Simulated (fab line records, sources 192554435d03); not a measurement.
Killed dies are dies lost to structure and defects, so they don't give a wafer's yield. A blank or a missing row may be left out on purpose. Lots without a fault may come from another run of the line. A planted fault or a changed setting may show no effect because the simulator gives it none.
Which tool did it? | flow n5_finfet | 9 lots, 27 wafers sampled, at 3 steps of a route of 1938

WHAT THE GAUGES READ, wafer by wafer
N5_BEOL_M8_OCD_MEAS_38.
lot  | measured     | on     | trench_depth_nm (nm)
L578 | day 9 11:11  | ocd-01 | 90.1 91.8 89.9
L577 | day 9 14:34  | ocd-02 | 97.2 98.0 91.0
L583 | day 10 16:35 | ocd-02 | 92.2 92.3 92.8
L586 | day 11 21:38 | ocd-01 | 91.5 96.8 96.2
L593 | day 13 15:20 | ocd-01 | 94.7 94.9 93.3
L595 | day 14 03:37 | ocd-02 | 105.4 104.8 104.1
L594 | day 14 13:31 | ocd-01 | 99.4 105.4 99.1
L598 | day 15 00:44 | ocd-01 | 93.3 90.8 89.7
L599 | day 15 12:04 | ocd-01 | 90.1 90.7 94.1

WHICH TOOL RAN EACH LOT (tool, then ch and the chambers of the sampled wafers, then the start)
lot  | N5_BEOL_M8_ETCH_66                 | N5_BEOL_M8_TRENCH_ETCH_37
L578 | rie_diel-04 ch 0,2,3, day 9 10:50  | rie_diel-04 ch 0,2,3, day 9 11:02
L577 | rie_diel-05 ch 0,2, day 9 14:13    | rie_diel-05 ch 0,2, day 9 14:25
L583 | rie_diel-02 ch 0,1,2, day 10 16:14 | rie_diel-02 ch 0,1,2, day 10 16:25
L586 | rie_diel-05 ch 2,3, day 11 21:17   | rie_diel-05 ch 2,3, day 11 21:28
L593 | rie_diel-02 ch 0,2, day 13 14:59   | rie_diel-02 ch 0,2, day 13 15:11
L595 | rie_diel-05 ch 0,3, day 14 03:16   | rie_diel-05 ch 0,3, day 14 03:27
L594 | rie_diel-05 ch 1,3, day 14 13:10   | rie_diel-05 ch 1,3, day 14 13:22
L598 | rie_diel-04 ch 1,2, day 15 00:22   | rie_diel-04 ch 1,2, day 15 00:34
L599 | rie_diel-02 ch 0,2,3, day 15 11:43 | rie_diel-02 ch 0,2,3, day 15 11:54
- N5_BEOL_M8_ETCH_66: etches SOC in N2/H2, target depth 80 nm, overetch 16 nm, time 120 s.
- N5_BEOL_M8_TRENCH_ETCH_37: etches SiCOH lowk in C4F6/O2, target depth 93.478 nm, time 31.2 s.

THE ANSWER, worked out from the rows above alone
Rule: what is usual is taken from the lots themselves. Put in order of their means at a reading, lots are off if they are a third of the lots or fewer, leave a main group of 4 or more, and stand apart from it by a gap of 3 or more times the standard deviation of the main group's means; of several such gaps the widest counts. A main group whose means are all the same, to the digits that the tables above print for the reading, isn't used. A lot without any number at a reading at which 4 lots or more have one is off too. The other lots that the step has rows for count as sound.
Off: L595, L594, at N5_BEOL_M8_OCD_MEAS_38 (trench_depth_nm). The main group: mean 92.9 nm, standard deviation 1.8.
A tool fits if, at a process step before that reading, it ran every lot that is off, and no sound lot after the first of them. The gauges at N5_BEOL_M8_OCD_MEAS_38 are tried like those tools. One fits: rie_diel-05 at N5_BEOL_M8_ETCH_66 and N5_BEOL_M8_TRENCH_ETCH_37. At N5_BEOL_M8_ETCH_66 its last sound lot is L586 (day 11 21:17), its first lot that is off L595 (day 14 03:16): a fault that began between those two fits.

WHAT THE SIMULATOR HAD PUT IN
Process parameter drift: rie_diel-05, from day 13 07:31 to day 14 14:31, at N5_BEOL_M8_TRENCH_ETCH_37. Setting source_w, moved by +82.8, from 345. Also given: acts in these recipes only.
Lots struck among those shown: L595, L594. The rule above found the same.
